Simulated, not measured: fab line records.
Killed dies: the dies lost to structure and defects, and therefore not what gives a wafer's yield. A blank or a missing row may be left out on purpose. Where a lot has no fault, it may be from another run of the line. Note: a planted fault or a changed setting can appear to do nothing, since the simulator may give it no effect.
Which of the tools did it? / flow n5Finfet / at 1 step of a route of 1938, 6 lots with 18 wafers sampled

== WHAT THE GAUGES READ, wafer by wafer ==
N5_BEOL_M7_INSPECT_13: inspects for defects (brightfield).
lot=L576; measured=day 9 23:42; on=defectInspect-01; rawDefectCount=289 366 279
lot=L579; measured=day 10 15:26; on=defectInspect-02; rawDefectCount=318 337 304
lot=L588; measured=day 12 18:29; on=defectInspect-01; rawDefectCount=296 276 365
lot=L589; measured=day 13 05:56; on=defectInspect-01; rawDefectCount=419 380 468
lot=L591; measured=day 13 21:20; on=defectInspect-01; rawDefectCount=454 461 502
lot=L593; measured=day 14 10:49; on=defectInspect-01; rawDefectCount=335 347 472

== WHICH TOOL RAN EACH LOT (tool, then ch and the chambers of the sampled wafers, then the start) ==
The record holds no process step before these readings.

== THE ANSWER, worked out from the rows above alone ==
Rule: what is usual is taken from the lots themselves. Put in order of their means at a reading, lots are off if they are a third of the lots or fewer, leave a main group of 4 or more, and stand apart from it by a gap of 3 or more times the standard deviation of the main group's means; of several such gaps the widest counts. The tables above print the reading to a certain number of digits; a main group whose means all agree to those digits is not used. Also off: a lot with no number at a reading for which 4 or more lots have one. All remaining lots with rows at the step are treated as sound.
No lot is off on any of the readings shown, so nothing can be concluded from this.

== WHAT WAS PUT IN BY THE SIMULATOR ==
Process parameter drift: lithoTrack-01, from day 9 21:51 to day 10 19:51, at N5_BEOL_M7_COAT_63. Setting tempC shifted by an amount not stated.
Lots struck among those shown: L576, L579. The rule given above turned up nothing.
